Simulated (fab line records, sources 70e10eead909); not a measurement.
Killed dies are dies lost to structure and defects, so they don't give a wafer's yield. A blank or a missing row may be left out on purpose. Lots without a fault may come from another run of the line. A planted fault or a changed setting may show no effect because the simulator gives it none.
Chamber matching | flow nand_harc | NHARC_A_CONTACT_ETCH_110 on rie_diel-01: 4 sister chambers
The step etches the open film in CF4/O2, target depth 50 nm, overetch 5 nm, time 27.5 s. 8 wafers are shown with their chamber, then 7 later ones without.

WAFERS WITH THEIR CHAMBER
wafer  | chamber | drypump_motor_current_A (A) | rf_fwd_power_W (W)
L087.2 | 3       | 6.3                         | 293.4
L087.3 | 0       | 6.3                         | 294.8
L087.5 | 2       | 6.6                         | 292.1
L091.1 | 1       | 5.6                         | 297.5
L091.5 | 1       | 5.6                         | 297.8
L091.6 | 3       | 6.2                         | 294.4
L089.2 | 0       | 6.3                         | 296.2
L089.3 | 2       | 6.6                         | 295.3

WAFERS WITHOUT THEIR CHAMBER
wafer  | drypump_motor_current_A (A) | rf_fwd_power_W (W)
L089.5 | 5.7                         | 297.3
L096.1 | 6.6                         | 296.0
L096.2 | 6.2                         | 292.1
L096.3 | 5.7                         | 297.2
L097.2 | 5.6                         | 296.1
L097.3 | 6.2                         | 294.3
L097.5 | 6.3                         | 294.8

WHICH CHAMBER EACH WENT THROUGH
wafer  | from the rows above     | in truth
L089.5 | 1                       | 1
L096.1 | 2                       | 2
L096.2 | can't be placed: 3 or 0 | 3
L096.3 | 1                       | 1
L097.2 | 1                       | 1
L097.3 | can't be placed: 3 or 0 | 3
L097.5 | can't be placed: 0 or 3 | 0
Placed correctly: 4 of 7. Can't be placed from these rows: 3 (the true chamber is among the candidates in 3). Placed wrongly: 0.
How it was worked out, from the rows above alone: a wafer's distance from a chamber is the root of the sum, over the readings, of the square of ((its reading less the chamber's mean) divided by the reading's scatter). The wafer belongs to the nearest chamber; if the next one is less than 2 further off, it can't be placed. A chamber's mean is the mean of its shown wafers. The scatter: the root of (the sum of the squares of (reading less its chamber's mean) over the shown wafers, divided by (wafers less chambers)).
